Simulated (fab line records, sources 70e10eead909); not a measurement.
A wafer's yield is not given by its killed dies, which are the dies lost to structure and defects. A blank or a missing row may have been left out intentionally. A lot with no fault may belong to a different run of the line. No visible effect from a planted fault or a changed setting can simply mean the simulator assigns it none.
The tool behind it: which one? | flow nand harc | Sampling: 6 lots, 18 wafers, 4 of 1302 route steps

WHAT THE GAUGES SHOWED, per wafer
NHARC_A_ONON_D1_THK_MEAS_08: measures by ellipsometry.
lot  | measured     | on            | thk nm (nm)
L267 | day 8 08:58  | film metro-01 | 985 983 984
L273 | day 10 22:25 | film metro-01 | 1000 1000 1000
L276 | day 12 09:03 | film metro-01 | 993 993 991
L277 | day 12 16:34 | film metro-01 | 1018 1018 1017
L281 | day 14 09:10 | film metro-02 | 1006 1007 1006
L287 | day 16 09:05 | film metro-01 | 985 984 985

EACH LOT AND THE TOOL THAT RAN IT (in order: tool; ch and the chambers of the sampled wafers; start)
lot  | NHARC_P_BONDPAD_DEGAS_25     | NHARC_P_BONDPAD_PVD_27                  | NHARC_A_ONON_D1_DEP_06
L267 | pvd sputter-01, day 7 06:19  | pvd sputter-01, day 8 08:30 or earlier  | pecvd onon-02 ch 0, day 8 08:30
L273 | pvd sputter-01, day 9 19:08  | pvd sputter-01, day 10 22:01 or earlier | pecvd onon-01 ch 0, day 10 22:01
L276 | pvd sputter-01, day 11 06:05 | pvd sputter-01, day 12 08:40 or earlier | pecvd onon-02 ch 0, day 12 08:40
L277 | pvd sputter-02, day 11 14:23 | pvd sputter-02, day 12 16:10 or earlier | pecvd onon-03 ch 0, day 12 16:10
L281 | pvd sputter-02, day 13 05:30 | pvd sputter-02, day 14 08:39 or earlier | pecvd onon-02 ch 0, day 14 08:39
L287 | pvd sputter-02, day 15 06:37 | pvd sputter-02, day 16 08:38 or earlier | pecvd onon-01 ch 0, day 16 08:38
- NHARC_P_BONDPAD_DEGAS_25: time 60 s.
- NHARC_P_BONDPAD_PVD_27: deposits Cu, target thk 30 nm, time 20.49 s.
- NHARC_A_ONON_D1_DEP_06: target thk 1000 nm.

THE ANSWER, worked out from the rows above alone
Rule: the usual values come from the lots themselves. The widest of any qualifying gaps counts: lots, ordered by their means at a reading, are off when they make up no more than a third of the lots, leave a main group of 4 or more, and stand apart from it by 3 or more times the standard deviation of that group's means. If all means in a main group match to the digits the tables above print for the reading, that group is not used. A lot without any number at a reading at which 4 lots or more have one is off too. All remaining lots with rows at the step are treated as sound.
Across all readings shown, no lot is off: no conclusion can be drawn from this.

WHAT THE SIMULATOR HAD INSERTED
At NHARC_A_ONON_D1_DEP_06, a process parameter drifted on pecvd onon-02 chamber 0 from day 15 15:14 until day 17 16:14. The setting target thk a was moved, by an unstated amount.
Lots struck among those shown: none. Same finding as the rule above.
